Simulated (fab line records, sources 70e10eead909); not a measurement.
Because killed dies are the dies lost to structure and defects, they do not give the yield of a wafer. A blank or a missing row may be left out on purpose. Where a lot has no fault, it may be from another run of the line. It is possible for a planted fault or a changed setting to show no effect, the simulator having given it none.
Chamber matching	flow nand harc	cmp-02 running NHARC_A_DECK1_JOINT_CMP_02: 4 sister chambers
The step polishes SiOx. 4 wafers are shown with their chamber, then 8 later ones without.

## WAFERS, EACH WITH ITS CHAMBER
wafer	chamber	motor current A (A)
L078.4	1	12.9
L081.2	3	12.5
L084.6	2	11.9
L088.1	0	11.9

## WAFERS WITHOUT THEIR CHAMBER
wafer	motor current A (A)
L088.2	13.6
L088.4	12.3
L094.1	12.8
L094.3	11.4
L094.5	12.6
L095.2	13.6
L095.4	12.6
L095.5	12.9

## THE CHAMBER EACH PASSED THROUGH
wafer	from the rows above	in truth
L088.2	can't be placed: 1 or 3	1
L088.4	can't be placed: 3 or 0 or 2 or 1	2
L094.1	can't be placed: 1 or 3 or 0 or 2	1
L094.3	can't be placed: 0 or 2 or 3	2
L094.5	can't be placed: 3 or 1 or 0 or 2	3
L095.2	can't be placed: 1 or 3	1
L095.4	can't be placed: 3 or 1 or 0 or 2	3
L095.5	can't be placed: 1 or 3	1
0 of 8 placed correctly. These rows do not allow placing 8 (true chamber among the candidates in 8). Placed wrongly: 0.
How it was worked out, from the rows above alone: a wafer's distance from a chamber is the root of the sum, over the readings, of the square of ((its reading less the chamber's mean) divided by the reading's scatter). If the next closest chamber is less than 2 further off than the closest, the wafer can't be placed; otherwise it belongs to the closest. For every chamber, the mean is computed from those of its wafers that are shown. The scatter (one wafer shown for each chamber): square how far every hidden wafer sits from the nearest shown wafer, average those squares and take the square root.
